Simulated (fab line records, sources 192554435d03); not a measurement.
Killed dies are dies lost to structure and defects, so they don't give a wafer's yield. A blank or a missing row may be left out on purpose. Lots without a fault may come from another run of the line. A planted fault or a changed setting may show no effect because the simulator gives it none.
One fault seen from 2 desks | flow n5_finfet | each desk has only its own numbers; what lay behind them comes last

THE DEFECT DESK
What the inspections along the route counted, lot by lot: means of the sampled wafers that have a number. A lot is out of limits, marked OUT, if its mean lies more than 4 standard deviations from the usual mean; the brackets give that distance.
Columns: A = raw_defect_count at N5_DUMMY_GATE_INSPECT_17, usual 214
lot  | first seen here | A
L747 | day 3 05:09     | 184
L748 | day 3 11:31     | 222
L749 | day 3 17:55     | 258
L750 | day 3 22:10     | 168
L752 | day 4 10:56     | 273
L753 | day 4 16:46     | 205
L754 | day 4 23:01     | 174
L755 | day 5 05:11     | 269
L756 | day 5 15:02     | 156
L758 | day 6 01:13     | 229
L759 | day 6 08:55     | 250
L762 | day 6 22:48     | 187
L763 | day 7 04:34     | 154
L766 | day 7 21:44     | 284
This desk's finding: nothing out of limits on any of the 14 lots.

THE METROLOGY DESK
What the gauges read, lot by lot, whatever tool the lot ran on: means of the sampled wafers that have a number. A lot is out of limits, marked OUT, if its mean lies more than 4 standard deviations from the usual mean; the brackets give that distance.
Columns: A = thk_nm at N5_SD_EPI_P_EPI_MEAS_23, usual 60.9 nm
lot  | first seen here | A
L747 | day 3 18:31     | 59.1
L748 | day 3 22:07     | 60.1
L749 | day 4 06:51     | 59.7
L750 | day 4 08:47     | 60.0
L752 | day 4 21:49     | 62.0
L753 | day 5 03:37     | 61.3
L754 | day 5 10:31     | 59.7
L755 | day 5 16:07     | 63.0
L756 | day 6 01:45     | 61.6
L758 | day 6 12:24     | 60.7
L759 | day 6 19:40     | 62.0
L762 | day 7 09:09     | 15.6 (-35) OUT
L763 | day 7 16:06     | 15.7 (-35) OUT
L766 | day 8 07:54     | 61.4
This desk's finding: out of limits on L762, L763; first on L762, day 7 09:09 (thk_nm at N5_SD_EPI_P_EPI_MEAS_23). In limits: L747, L748, L749, L750, L752, L753, L754, L755, L756, L758, L759, L766.

PUT TOGETHER
The metrology desk could have raised an alarm at day 7 09:09, on L762, L763.
The defect desk saw nothing out of limits.
The defect desk has L762, L763 on record, within its limits.
Of the lots named, all ran N5_SD_EPI_P_PRECLEAN_51 on epi_rpcvd-04.

WHAT THE SIMULATOR HAD PUT IN
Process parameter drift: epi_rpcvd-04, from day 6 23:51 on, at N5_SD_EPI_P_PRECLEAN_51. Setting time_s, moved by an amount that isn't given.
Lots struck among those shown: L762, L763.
Hours from the fault's start to each desk's first reading out of limits: the metrology desk, 9.
